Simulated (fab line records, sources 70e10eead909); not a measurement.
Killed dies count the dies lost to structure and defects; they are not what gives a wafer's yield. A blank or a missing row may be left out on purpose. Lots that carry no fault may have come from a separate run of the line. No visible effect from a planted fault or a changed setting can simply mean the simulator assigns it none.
fab line records	flow nand-harc
record lots=7	wafers=21	last-day=34
route steps=1302 shown A_CONTACT@1015 END@1302
lots with no fault: from the same line, run without faults
start-h: hours from the record's first day to the start of the lot's first wafer shown	wait-h: hours elapsed since this lot's preceding step	" same as the row above	L1.1+2: one row covering several wafers at once	- no value present, or no start provided	* or withheld: withheld	< > ~ a bound
route shown NAME@n: NAME is a module with steps in the file, n the number in the route of the first one	usual: mean/standard deviation taken from wafers without a fault	same: alike in all rows	chamber/n: place in a boat	sites: per-site readings	_std_site: how widely they spread, as a standard deviation	_edge_site: mean of outer sites minus mean of inner sites	radius-mm: how far each site lies from the wafer's centre	mask NAME#n: copy n	behind: the last tool/chamber to shape the wafer	hold: why the lot was held/for how many hours/how that ended	device: names the non-switching transistor (n, p or np)	end of line: the same wafers' tests at the end of the route	a step given without rows: its recipe and nothing more	killed: dies lost to structure and defects at the first sort, not the wafer's yield	map: dies across one wafer; x = killed, . = not, _ = none there
set.NAME: the setting that was run; set.NAME@STEP: the one run at that earlier step	model.NAME: the simulator's own value behind a step, which no gauge read
certain route steps with their lots: each step a table, each wafer a row
services: the hour from which a tool's chamber was out of use, counted from the record's first day as start-h (under 0 if before that day), plus the number of hours and why
## steps
# step NHARC_A_CONTACT_ETCH_121
# recipe source-w=withheld	pressure-mtorr=20	bias-v=3000	time-s=190	target-depth-a=18500	ar-flow-sccm=withheld	c4f8-flow-sccm=withheld	o2-flow-sccm=withheld	chemistry=C4F8/O2/Ar
lot.wafer	tool	chamber	start-h	wait-h	rf-hours-counter-h
L802.1	har-cap-etch-01	1	494.10	0.1	126
L802.4	"	1	"	"	-
L802.6	"	1	"	"	-
L804.2	har-cap-etch-01	0	524.08	0.2	2
L804.1	"	1	"	"	2
L804.3	"	0	"	"	-
L809.2	har-cap-etch-03	1	566.25	0.1	58
L809.3	"	0	"	"	-
L809.5	"	1	"	"	-
L810.4	har-cap-etch-01	0	584.35	0.1	-
L810.3	"	1	"	"	-
L810.6	"	1	"	"	-
L812.1	har-cap-etch-03	1	587.71	0.1	62
L812.3	"	0	"	"	-
L812.5	"	0	"	"	-
L820.2	har-cap-etch-02	1	683.85	0.1	118
L820.1	"	0	"	"	118
L820.5	"	1	"	"	-
L825.1	har-cap-etch-03	0	731.58	0.1	88
L825.4	"	0	"	"	-
L825.5	"	0	"	"	-
# step NHARC_A_CONTACT_ETCH_122
# recipe source-w=withheld	pressure-mtorr=20	bias-v=3000	time-s=190	target-depth-a=18500	ar-flow-sccm=withheld	c4f8-flow-sccm=withheld	o2-flow-sccm=withheld	chemistry=C4F8/O2/Ar
# step NHARC_A_CONTACT_ETCH_123
# recipe source-w=withheld	pressure-mtorr=20	bias-v=400	time-s=490	target-depth-a=21100	ar-flow-sccm=withheld	c4f8-flow-sccm=11.5	o2-flow-sccm=7.2	chemistry=C4F8/O2/Ar
# step NHARC_A_CONTACT_ETCH_90
# recipe target-depth-a=400	over-etch-frac=0.5	time-s=85.7	ion-energy-ev=120	ch3f-flow-sccm=50	o2-flow-sccm=30	ar-flow-sccm=200	rf-w=500	bias-w=100	chemistry=CH3F/O2
# step NHARC_A_CONTACT_ETCH_96
# recipe target-depth-a=200	over-etch-frac=0.5	time-s=10	ion-energy-ev=250	c4f6-flow-sccm=25	o2-flow-sccm=20	ar-flow-sccm=500	rf-w=600	bias-w=500	chemistry=C4F6/O2
# step NHARC_A_CONTACT_CD_MEAS_53
# usual cd-nm=289.5/0.76
lot.wafer	tool	chamber	start-h	wait-h	cd-nm
L802.1	cd-sem-03	-	495.63	-	290.4
L802.4	"	-	"	"	290.1
L802.6	"	-	"	"	290.2
L804.1	cd-sem-01	-	526.13	-	290.0
L804.2	"	-	"	"	289.0
L804.3	"	-	"	"	289.3
L809.2	cd-sem-03	-	567.77	-	290.7
L809.3	"	-	"	"	290.6
L809.5	"	-	"	"	290.4
L810.3	cd-sem-01	-	585.84	-	288.6
L810.4	"	-	"	"	288.2
L810.6	"	-	"	"	287.9
L812.1	cd-sem-03	-	589.25	-	288.4
L812.3	"	-	"	"	288.5
L812.5	"	-	"	"	288.8
L820.1	cd-sem-02	-	685.44	-	289.0
L820.2	"	-	"	"	289.2
L820.5	"	-	"	"	288.6
L825.1	cd-sem-03	-	733.08	-	288.5
L825.4	"	-	"	"	288.2
L825.5	"	-	"	"	288.4
# step NHARC_A_CONTACT_STRIP_99
# recipe n2-flow-sccm=150	h2-flow-sccm=150	ar-flow-sccm=0	bias-w=0	chemistry=N2/H2
# step NHARC_A_CONTACT_STRIP_100
# recipe cf4-flow-sccm=100	chf3-flow-sccm=30	ar-flow-sccm=0	bias-w=0	chemistry=CF4/CHF3
# step NHARC_A_CONTACT_STRIP_101
# recipe o2-flow-sccm=400	cos-flow-sccm=20	ar-flow-sccm=0	bias-w=0	chemistry=O2/COS
# step NHARC_A_CONTACT_ETCH_102
# recipe target-depth-a=1000	overetch-a=100	time-s=55	ion-energy-ev=100	cf4-flow-sccm=80	o2-flow-sccm=20	ar-flow-sccm=0	rf-w=300	bias-w=100	chemistry=CF4/O2
# step NHARC_A_CONTACT_STRIP_55
# recipe o2-flow-sccm=500	ar-flow-sccm=0	bias-w=0	chemistry=O2
# step NHARC_A_CONTACT_STRIP_56
# recipe time-s=600	temp-c=30	chemistry=post-etch-residue-remover
# step NHARC_A_CONTACT_DEP_57
# recipe target-thk-a=53000	temp-c=400	material=aC
# usual susceptor-temp-C=399.96/0.24	throttle-valve-pct=34.998/0.0092
lot.wafer	tool	chamber	start-h	wait-h	susceptor-temp-C	throttle-valve-pct
L802.1	acl-dep-02	0	496.64	-	-	35.003
L802.4	"	0	498.24	-	-	34.996
L802.6	"	0	499.31	-	-	35.003
L804.1	acl-dep-03	0	529.94	-	-	35.007
L804.2	"	0	"	"	-	35.004
L804.3	"	0	"	"	-	35.005
L809.2	acl-dep-02	0	570.86	-	400.28	35.003
L809.3	"	0	"	"	400.32	35.012
L809.5	"	0	572.49	-	400.19	35.005
L810.3	acl-dep-02	0	587.92	-	399.71	34.981
L810.4	"	0	"	"	399.95	35.005
L810.6	"	0	589.57	-	399.99	35.001
L812.1	acl-dep-02	0	590.20	-	399.86	34.993
L812.3	"	0	591.27	-	399.79	34.997
L812.5	"	0	592.35	-	400.05	35.019
L820.1	acl-dep-03	0	688.22	-	-	35.007
L820.2	"	0	"	"	-	35.000
L820.5	"	0	690.36	-	-	35.011
L825.1	acl-dep-02	0	735.56	-	399.99	34.996
L825.4	"	0	737.17	-	399.85	34.998
L825.5	"	0	"	"	399.76	34.993
# step NHARC_A_CONTACT_DEP_58
# recipe target-thk-a=900	target-thk-nm=90	temp-c=400	pressure-torr=3.5	flow-sccm=200	rf-w=350	material=SiON
# step NHARC_A_CONTACT_DEHYDRATE_59
# recipe temp-c=150	time-s=120
# step NHARC_A_CONTACT_HMDS_60
# recipe time-s=30
# step NHARC_A_CONTACT_COAT_61
# recipe temp-c=260	time-s=75
# step NHARC_A_CONTACT_COAT_62
# recipe temp-c=225	time-s=65
# step NHARC_A_CONTACT_COAT_63
# recipe spin-rpm=1500	resist-thk-nm=90
# step NHARC_A_CONTACT_SOFTBAKE_64
# recipe temp-c=105	time-s=55
# step NHARC_A_CONTACT_EBR_65
# step NHARC_A_CONTACT_EXPOSE_66
# recipe na=1.35	sigma-outer=0.8	dose-mj=59.02	mask-id=A_CC_2
# step NHARC_A_CONTACT_PEB_67
# recipe peb-temp-c=100	peb-time-s=65
# step NHARC_A_CONTACT_DEVELOP_68
# recipe develop-time-s=35	dev-temp-c=23
# step NHARC_A_CONTACT_CD_MEAS_69
# recipe target-cd-nm=300	landing-energy-ev=500
# usual cd-nm=300.1/0.39
lot.wafer	tool	chamber	start-h	wait-h	cd-nm
L802.1	cd-sem-03	0	500.59	-	300.5
L802.4	"	0	"	"	300.1
L802.6	"	0	"	"	300.6
L804.1	cd-sem-02	0	533.88	-	299.5
L804.2	"	0	"	"	300.2
L804.3	"	0	"	"	299.6
L809.2	cd-sem-01	0	574.31	-	299.6
L809.3	"	0	"	"	299.7
L809.5	"	0	"	"	300.2
L810.3	cd-sem-01	0	590.86	-	299.9
L810.4	"	0	"	"	299.7
L810.6	"	0	"	"	299.7
L812.1	cd-sem-03	0	594.03	-	300.3
L812.3	"	0	"	"	300.1
L812.5	"	0	"	"	300.2
L820.1	cd-sem-03	0	692.17	-	299.7
L820.2	"	0	"	"	299.9
L820.5	"	0	"	"	299.7
L825.1	cd-sem-02	0	739.42	-	300.1
L825.4	"	0	"	"	300.2
L825.5	"	0	"	"	299.8
# step NHARC_A_CONTACT_OVL_MEAS_70
# usual overlay-x-nm=0.0/0.71	overlay-y-nm=0.0/0.69
lot.wafer	tool	chamber	start-h	wait-h	overlay-x-nm	overlay-y-nm
L802.1	overlay-01	-	500.68	-	0.0	-0.4
L802.4	"	-	"	"	0.0	-0.4
L802.6	"	-	"	"	0.4	-0.4
L804.1	overlay-02	-	533.97	-	-0.4	0.3
L804.2	"	-	"	"	0.1	0.9
L804.3	"	-	"	"	-0.8	0.8
L809.2	overlay-02	-	574.40	-	1.1	0.8
L809.3	"	-	"	"	0.9	0.7
L809.5	"	-	"	"	0.1	0.6
L810.3	overlay-01	-	590.95	-	0.3	-0.3
L810.4	"	-	"	"	0.6	-1.1
L810.6	"	-	"	"	0.2	-0.4
L812.1	overlay-01	-	594.12	-	-0.4	0.5
L812.3	"	-	"	"	-0.3	0.3
L812.5	"	-	"	"	-0.4	0.5
L820.1	overlay-01	-	692.26	-	0.3	-0.4
L820.2	"	-	"	"	0.5	-0.6
L820.5	"	-	"	"	-0.1	-0.1
L825.1	overlay-02	-	739.51	-	-0.8	-1.0
L825.4	"	-	"	"	-0.6	-0.7
L825.5	"	-	"	"	-0.5	-0.7
# step NHARC_A_CONTACT_INSPECT_71
# usual raw-defect-count=83/27
lot.wafer	tool	chamber	start-h	wait-h	raw-defect-count
L802.1	defect-inspect-01	-	500.71	0.0	75
L802.4	"	-	"	"	78
L802.6	"	-	"	"	68
L804.1	defect-inspect-02	-	534.01	0.0	21
L804.2	"	-	"	"	18
L804.3	"	-	"	"	12
L809.2	defect-inspect-01	-	574.43	0.0	106
L809.3	"	-	"	"	115
L809.5	"	-	"	"	125
L810.3	defect-inspect-01	-	590.99	0.0	85
L810.4	"	-	"	"	80
L810.6	"	-	"	"	65
L812.1	defect-inspect-01	-	594.16	0.0	74
L812.3	"	-	"	"	74
L812.5	"	-	"	"	55
L820.1	defect-inspect-02	-	692.30	0.0	59
L820.2	"	-	"	"	79
L820.5	"	-	"	"	64
L825.1	defect-inspect-01	-	739.54	0.0	97
L825.4	"	-	"	"	83
L825.5	"	-	"	"	74
# step NHARC_A_CONTACT_DESCUM_74
# recipe time-s=3	o2-flow-sccm=200	ar-flow-sccm=0	bias-power-w=0	chemistry=O2
# usual drypump-motor-current-A=5.8/0.42	oes-product-au=1.001/0.0073	rf-vpp-V=57.8/0.79	showerhead-plenum-p-Torr=1.93/0.073	throttle-valve-pct=11.309/0.0084
lot.wafer	tool	chamber	start-h	wait-h	drypump-motor-current-A	oes-product-au	rf-hours-counter-h	rf-vpp-V	showerhead-plenum-p-Torr	throttle-valve-pct
L802.4	rie-diel-03	3	500.78	0.1	6.5	0.991	4	58.8	1.98	11.306
L802.1	"	0	"	"	5.3	0.987	4	59.3	1.93	11.301
L802.6	"	2	"	"	5.9	1.002	-	58.4	1.86	11.303
L804.2	rie-diel-03	1	534.07	0.1	6.2	1.004	9	58.1	1.99	11.301
L804.3	"	3	"	"	6.5	0.993	9	58.1	1.98	11.305
L804.1	"	0	"	"	5.3	0.997	8	57.2	1.93	11.307
L809.2	rie-diel-11	3	574.50	0.1	5.7	0.997	44	58.1	1.97	11.321
L809.3	"	0	"	"	5.3	1.009	51	58.4	1.77	11.306
L809.5	"	2	"	"	5.8	1.003	-	57.8	2.06	11.320
L810.3	rie-diel-11	2	591.13	0.1	5.8	1.010	43	59.2	2.06	11.309
L810.4	"	3	"	"	5.7	1.005	49	57.5	1.97	11.314
L810.6	"	1	"	"	5.8	1.002	-	57.5	1.83	11.305
L812.1	rie-diel-03	1	594.22	0.1	6.1	0.997	17	58.0	1.99	11.308
L812.3	"	0	"	"	5.3	0.996	16	58.3	1.93	11.309
L812.5	"	2	"	"	5.9	1.001	-	57.8	1.86	11.291
L820.1	rie-diel-03	2	692.36	0.1	5.9	1.003	7	56.6	1.86	11.319
L820.2	"	0	"	"	5.3	1.002	6	57.8	1.92	11.306
L820.5	"	2	"	"	5.9	1.002	-	58.2	1.86	11.322
L825.4	rie-diel-04	2	739.61	0.1	5.9	1.005	7	57.0	1.92	11.307
L825.1	"	3	"	"	5.0	1.026	6	58.9	1.84	11.314
L825.5	"	2	"	"	5.9	1.007	-	59.0	1.92	11.307
# step NHARC_A_CONTACT_ETCH_75
# recipe target-depth-a=390	over-etch-frac=0.3	time-s=65	ion-energy-ev=80	cf4-flow-sccm=150	ar-flow-sccm=0	rf-w=300	bias-w=100	chemistry=CF4
# step NHARC_A_CONTACT_ETCH_76
# recipe target-depth-a=2600	over-etch-frac=0.3	time-s=475.3	ion-energy-ev=200	n2-flow-sccm=150	h2-flow-sccm=150	ar-flow-sccm=0	rf-w=400	bias-w=150	chemistry=N2/H2
# step NHARC_A_CONTACT_ETCH_77
# recipe target-depth-a=1089	time-s=54.5	cf4-flow-sccm=100	chf3-flow-sccm=30	ar-flow-sccm=0	rf-w=500	bias-w=200	chemistry=CF4/CHF3
# usual drypump-motor-current-A=5.8/0.43	oes-product-au=0.937/0.018	rf-vpp-V=371.1/2.1	showerhead-plenum-p-Torr=1.59/0.055	throttle-valve-pct=16.802/0.0089
lot.wafer	tool	chamber	start-h	wait-h	drypump-motor-current-A	oes-product-au	rf-hours-counter-h	rf-vpp-V	showerhead-plenum-p-Torr	throttle-valve-pct
L802.1	rie-diel-03	3	-	-	6.5	0.912	5	372.9	1.63	16.797
L802.4	"	2	"	"	5.9	0.916	5	369.8	1.54	16.809
L802.6	"	3	"	"	6.5	0.908	-	372.3	1.63	16.810
L804.3	rie-diel-03	1	-	-	6.1	0.934	9	373.3	1.64	16.798
L804.1	"	2	"	"	5.9	0.932	10	369.6	1.53	16.806
L804.2	"	0	"	"	5.3	0.928	8	370.5	1.59	16.810
L809.2	rie-diel-11	1	-	-	5.8	0.932	45	370.0	1.51	16.788
L809.3	"	3	"	"	5.7	0.947	45	372.1	1.62	16.813
L809.5	"	2	"	"	5.8	0.961	-	374.7	1.69	16.807
L810.3	rie-diel-11	1	-	-	5.7	0.930	52	368.0	1.51	16.789
L810.4	"	2	"	"	5.8	0.934	43	373.3	1.69	16.812
L810.6	"	0	"	"	5.3	0.929	-	367.2	1.46	16.803
L812.3	rie-diel-03	3	-	-	6.5	0.917	18	373.5	1.62	16.808
L812.1	"	0	"	"	5.3	0.917	16	370.6	1.58	16.805
L812.5	"	0	"	"	5.3	0.924	-	372.1	1.58	16.802
L820.2	rie-diel-03	0	-	-	5.3	0.925	6	371.7	1.58	16.810
L820.1	"	1	"	"	6.1	0.934	6	372.2	1.63	16.816
L820.5	"	2	"	"	5.9	0.931	-	369.0	1.53	16.794
L825.4	rie-diel-04	0	-	-	5.6	0.954	7	370.8	1.60	16.799
L825.1	"	2	"	"	6.0	0.949	7	368.4	1.58	16.813
L825.5	"	0	"	"	5.6	0.952	-	372.4	1.60	16.801
# step NHARC_A_CONTACT_ETCH_78
# recipe target-depth-a=53000	over-etch-frac=0.3	time-s=1378	ion-energy-ev=150	o2-flow-sccm=400	cos-flow-sccm=20	ar-flow-sccm=0	rf-w=500	bias-w=300	chemistry=O2/COS
# step NHARC_A_CONTACT_ETCH_124
# recipe source-w=withheld	pressure-mtorr=20	bias-v=withheld	time-s=140	target-depth-a=7000	ar-flow-sccm=withheld	c4f8-flow-sccm=withheld	o2-flow-sccm=withheld	chemistry=C4F8/O2/Ar
# step NHARC_A_CONTACT_ETCH_125
# recipe source-w=withheld	pressure-mtorr=20	bias-v=3000	time-s=197	target-depth-a=19180	ar-flow-sccm=withheld	c4f8-flow-sccm=withheld	o2-flow-sccm=withheld	chemistry=C4F8/O2/Ar
# step NHARC_A_CONTACT_ETCH_126
# recipe source-w=withheld	pressure-mtorr=20	bias-v=3000	time-s=197	target-depth-a=19180	ar-flow-sccm=withheld	c4f8-flow-sccm=withheld	o2-flow-sccm=withheld	chemistry=C4F8/O2/Ar
# step NHARC_A_CONTACT_ETCH_127
# recipe source-w=withheld	pressure-mtorr=20	bias-v=3000	time-s=197	target-depth-a=19180	ar-flow-sccm=withheld	c4f8-flow-sccm=withheld	o2-flow-sccm=withheld	chemistry=C4F8/O2/Ar
lot.wafer	tool	chamber	start-h	wait-h	rf-hours-counter-h
L802.1	har-cap-etch-03	1	502.90	0.1	44
L802.4	"	0	"	"	-
L802.6	"	0	"	"	-
L804.2	har-cap-etch-02	1	536.23	0.1	94
L804.1	"	0	"	"	94
L804.3	"	0	"	"	-
L809.2	har-cap-etch-03	1	576.71	0.1	59
L809.3	"	0	"	"	-
L809.5	"	0	"	"	-
L810.4	har-cap-etch-01	0	593.29	0.1	-
L810.3	"	1	"	"	-
L810.6	"	0	"	"	-
L812.1	har-cap-etch-03	1	596.32	0.1	63
L812.3	"	1	"	"	-
L812.5	"	1	"	"	-
L820.1	har-cap-etch-01	1	694.86	0.1	30
L820.2	"	0	"	"	30
L820.5	"	0	"	"	-
L825.1	har-cap-etch-01	1	741.82	0.1	39
L825.4	"	0	"	"	-
L825.5	"	1	"	"	-
# step NHARC_A_CONTACT_ETCH_128
# recipe source-w=withheld	pressure-mtorr=20	bias-v=3000	time-s=197	target-depth-a=19180	ar-flow-sccm=withheld	c4f8-flow-sccm=withheld	o2-flow-sccm=withheld	chemistry=C4F8/O2/Ar
# step NHARC_A_CONTACT_ETCH_129
# recipe source-w=withheld	pressure-mtorr=20	bias-v=3000	time-s=197	target-depth-a=19180	ar-flow-sccm=withheld	c4f8-flow-sccm=withheld	o2-flow-sccm=withheld	chemistry=C4F8/O2/Ar
# step NHARC_A_CONTACT_ETCH_130
# recipe source-w=withheld	pressure-mtorr=20	bias-v=3000	time-s=197	target-depth-a=19180	ar-flow-sccm=withheld	c4f8-flow-sccm=withheld	o2-flow-sccm=withheld	chemistry=C4F8/O2/Ar
lot.wafer	tool	chamber	start-h	wait-h	rf-hours-counter-h
L802.1	har-cap-etch-03	1	503.43	0.1	45
L802.4	"	0	"	"	-
L802.6	"	0	"	"	-
L804.2	har-cap-etch-02	1	536.77	0.1	94
L804.1	"	0	"	"	94
L804.3	"	0	"	"	-
L809.2	har-cap-etch-03	1	577.23	0.1	60
L809.3	"	0	"	"	-
L809.5	"	0	"	"	-
L810.4	har-cap-etch-01	0	593.82	0.1	-
L810.3	"	1	"	"	-
L810.6	"	0	"	"	-
L812.1	har-cap-etch-03	1	596.85	0.1	64
L812.3	"	1	"	"	-
L812.5	"	1	"	"	-
L820.1	har-cap-etch-01	1	695.39	0.1	31
L820.2	"	0	"	"	31
L820.5	"	0	"	"	-
L825.1	har-cap-etch-01	1	742.35	0.1	40
L825.4	"	0	"	"	-
L825.5	"	1	"	"	-
# step NHARC_A_CONTACT_ETCH_131
# recipe source-w=withheld	pressure-mtorr=20	bias-v=3000	time-s=197	target-depth-a=19180	ar-flow-sccm=withheld	c4f8-flow-sccm=withheld	o2-flow-sccm=withheld	chemistry=C4F8/O2/Ar
# step NHARC_A_CONTACT_ETCH_132
# recipe source-w=withheld	pressure-mtorr=20	bias-v=3000	time-s=197	target-depth-a=19240	ar-flow-sccm=withheld	c4f8-flow-sccm=withheld	o2-flow-sccm=withheld	chemistry=C4F8/O2/Ar
# step NHARC_A_CONTACT_ETCH_133
# recipe source-w=withheld	pressure-mtorr=20	bias-v=400	time-s=374	target-depth-a=16100	ar-flow-sccm=withheld	c4f8-flow-sccm=11.5	o2-flow-sccm=7.2	chemistry=C4F8/O2/Ar
# step NHARC_END_SORT_01
# recipe temp-c=25
# usual killed-at-array=62/16	killed-at-other=0.8/1.1	killed-at-periphery=4/3.2	killed-dies=67/16	killed-open=3.5/1.9	killed-short=2.1/1.5
# same gross-dies=677
lot.wafer	tool	chamber	start-h	wait-h	killed-at-array	killed-at-other	killed-at-periphery	killed-dies	killed-open	killed-short
L809.2	prober-02	0	632.07	2.8	196	1	2	199	1	0
L809.3	prober-02	0	632.87	3.1	202	1	4	207	3	1
L809.5	prober-02	0	634.48	3.7	213	0	1	214	6	2
L812.1	prober-02	0	649.21	2.5	273	1	4	278	3	0
L812.3	prober-02	0	650.84	3.1	184	2	4	190	4	2
L812.5	prober-02	0	652.47	3.8	162	4	2	168	5	1
L810.3	prober-01	0	650.78	3.1	180	1	8	189	3	1
L810.4	prober-01	0	651.58	3.4	158	0	7	165	2	6
L810.6	prober-01	0	653.18	4.0	168	1	4	173	1	1
# killed by level:class
L809.2 A_CONTACT:area-dep=127 A_SLIT:chamber-film-flake=28 A_CHANNEL_HOLE_D2:chamber-film-flake=27 A_CHANNEL_HOLE_D1:chamber-film-flake=4 A_CONTACT:chamber-film-flake=3 P_ZERO_WELL:chamber-film-flake=2 A_CHANNEL_FILL_D2:chamber-film-flake=2 A_WL_FILL:chamber-film-flake=2
L809.3 A_CONTACT:area-dep=130 A_SLIT:chamber-film-flake=29 A_CHANNEL_HOLE_D2:chamber-film-flake=29 A_ZERO_WELL:chamber-film-flake=3 P_ZERO_WELL:chamber-film-flake=2 A_CHANNEL_HOLE_D1:chamber-film-flake=2 A_CHANNEL_FILL_D2:chamber-film-flake=2 A_WL_FILL:chamber-film-flake=2
L809.5 A_CONTACT:area-dep=120 A_CHANNEL_HOLE_D2:chamber-film-flake=40 A_SLIT:chamber-film-flake=35 A_CONTACT:chamber-film-flake=4 A_CHANNEL_HOLE_D1:chamber-film-flake=3 A_ONON_D2:geometric-particle:short=2 P_M1:geometric-particle:open=1 A_CHANNEL_FILL_D1:geometric-particle:open=1
L812.1 A_CONTACT:area-dep=213 A_SLIT:chamber-film-flake=31 A_CHANNEL_HOLE_D2:chamber-film-flake=16 A_CHANNEL_HOLE_D1:chamber-film-flake=6 A_CONTACT:chamber-film-flake=3 A_ONON_D2:geometric-particle:open=2 P_GATE:chamber-film-flake=2 P_M1:geometric-particle:open=1
L810.3 A_CONTACT:area-dep=128 A_SLIT:chamber-film-flake=27 A_CHANNEL_HOLE_D2:chamber-film-flake=13 P_CONTACT:chamber-film-flake=5 A_CHANNEL_HOLE_D1:chamber-film-flake=5 P_ZERO_WELL:chamber-film-flake=2 P_M0:geometric-particle:open=1 A_ONON_D1:geometric-particle:open=1
L812.3 A_CONTACT:area-dep=139 A_SLIT:chamber-film-flake=23 A_CHANNEL_HOLE_D2:chamber-film-flake=8 A_CHANNEL_HOLE_D1:chamber-film-flake=5 P_STI:chamber-film-flake=2 THIN_TSV:chamber-film-flake=2 A_CHANNEL_HOLE_D1:geometric-particle:short=1 A_CHANNEL_FILL_D1:geometric-particle:open=1
L810.4 A_CONTACT:area-dep=103 A_SLIT:chamber-film-flake=33 A_CHANNEL_HOLE_D2:chamber-film-flake=7 P_CONTACT:chamber-film-flake=4 A_CONTACT:chamber-film-flake=3 A_CHANNEL_HOLE_D1:chamber-film-flake=2 A_M0:chamber-film-flake=2 P_M0:geometric-particle:short=1
L812.5 A_CONTACT:area-dep=116 A_SLIT:chamber-film-flake=27 A_CHANNEL_HOLE_D2:chamber-film-flake=8 THIN_TSV:chamber-film-flake=4 A_CONTACT:chamber-film-flake=3 A_M0:geometric-particle:open=2 P_CONTACT:geometric-particle:open=1 A_ONON_D1:geometric-particle:open=1
L810.6 A_CONTACT:area-dep=115 A_SLIT:chamber-film-flake=30 A_CHANNEL_HOLE_D1:chamber-film-flake=8 A_CHANNEL_HOLE_D2:chamber-film-flake=6 P_CONTACT:chamber-film-flake=3 A_STAIRCASE:chamber-film-flake=3 A_M0:chamber-film-flake=2 A_DECK1_JOINT:geometric-particle:short=1
# map L809.5 (x killed, . not)
____________.____________
_________......._________
_______..xx......._______
______..x........xx______
_____..............._____
____....x.x.xx.......____
____...........xx....____
___....xxx.xxx.x......___
___..xxx...x.x....xx..___
__..x..xxxx.x.xx.......__
__....xxxx...xxxxx.....__
_....x..x..xxxxxx......x_
_.x.x..xx.xxxxxxxx......_
_.......xx..x.xxx......._
_.......xxx.xx.x.xx....._
_..x.x.xxx.x..x..x......_
....xxx.x.x.x.xx.x.......
...x......x.x.x.x........
x.......x.......xx..x....
......xx..xxx.x.x........
....xxx...x..x.xx.x.x....
_..x.......x.xx......x.._
_.x...x.x.x.x..xx......._
_..x....x.xxx.x.x.xx...._
_x.x...x.x.x..xx..x....._
_..x.......x..xxx......._
__..x.......x..xx....x.__
__..xxx..x...xx.x.x....__
___....x....xxxx...x..___
___...xx.xxxxxxxx.xx..___
____x...x.x..x.x.xx..____
____....x......xxxx..____
_____.x....xx.xxxxx._____
______..x......xx.x______
_______x......x.x._______
_________.....xx_________
____________.____________
# map L810.3 (x killed, . not)
____________.____________
_________......._________
_______..........._______
______.............______
_____....x........x._____
____...xx............____
____.....x...........____
___x...xx.x.xx...x....___
___....x.xxxx.....x...___
__..xx.xx.x...xx.x...x.__
__x..x..xxxx.......x...__
_..x.xxx..x...x...xx...._
_xxx.xx.x.x....x........_
_..xxx..x..xx.....x....._
_.....x........x........_
_.....x.x.x....x........_
..xx.xx.......x.x..xx....
..x..x.......xx..x.x.....
..x..xx...xx..x..........
x.x..x...x.x.xxxx.x......
.x...x...xx.....x........
_..xx..xx.....xx........_
_.....xx..x......x......_
_xx.x.x.x..x.xx........._
_.x..x.x...x..x...x....._
_xxx.x..x......xx....x.._
__..x..x..x.x..........__
__x...xx...xx.xx.......__
___..xx.xxxx.x.xxx....___
___..........xxxx.....___
____x.xx.xx...x.xxx..____
____xx....xxxx.xxx...____
_____xx...x...xxxxxx_____
______....x...xxx..______
_______.........xx_______
_________x......_________
____________.____________
## services
tool	chamber	start-h	hours	kind
rie-diel-11	3	472.03	2.5	repair
rie-diel-11	2	475.80	1.7	repair
rie-diel-11	1	479.93	1.9	repair
acl-dep-03	-	485.45	13.0	pm
har-cap-etch-01	-	497.00	17.0	pm
har-cap-etch-01	0	497.00	17.0	vent-cycle
har-cap-etch-01	1	497.00	17.0	vent-cycle
rie-diel-11	2	499.34	4.3	repair
har-cap-etch-01	0	514.00	-	clean
har-cap-etch-02	-	521.66	0.2	repair
har-cap-etch-01	-	531.32	0.4	repair
rie-diel-04	-	531.90	9.0	pm
har-cap-etch-01	-	536.09	5.5	repair
rie-diel-03	0	583.13	5.1	repair
rie-diel-11	1	593.13	14.8	repair
acl-dep-02	-	608.55	13.0	pm
rie-diel-11	-	612.05	9.0	pm
rie-diel-11	3	632.52	1.7	repair
rie-diel-03	-	635.30	9.0	pm
acl-dep-03	-	666.45	13.0	pm
rie-diel-04	-	708.90	9.0	pm
rie-diel-11	2	714.40	3.5	repair
rie-diel-03	0	718.40	1.2	repair
har-cap-etch-02	-	719.74	0.1	repair
## key
first-sign step=NHARC_END_SORT_01	reading=killed-at-array	direction=up	sigmas=8	usual=62	struck=193
effect step=NHARC_END_SORT_01	reading=killed-dies	direction=up	sigmas=8	usual=67	struck=198
more-kills-born-at NHARC_A_CONTACT_DEP_57@acl-dep-02=1191
met-at NHARC_A_CONTACT_DEP_57
struck-wafers L809.2,L809.3,L809.5,L810.3,L810.4,L810.6,L812.1,L812.3,L812.5
tester-left-out L809,L810,L812
onset-between 496.64 570.86
fault kind=process-parameter-drift	tool=acl-dep-02	chamber=0	onset-h=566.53	steps=NHARC_A_CONTACT_DEP_57	channel=target-thk-a	offset=*	shape=step	end-h=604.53	acts-in=*	stated=*
# tester-left-out: of these lots the tester's yield and bins aren't shown, on N5 and GAA mostly nor the transistor test; their killed dies are dies lost to structure and defects alone, not to doping, threshold or leakage, so they don't give the yield
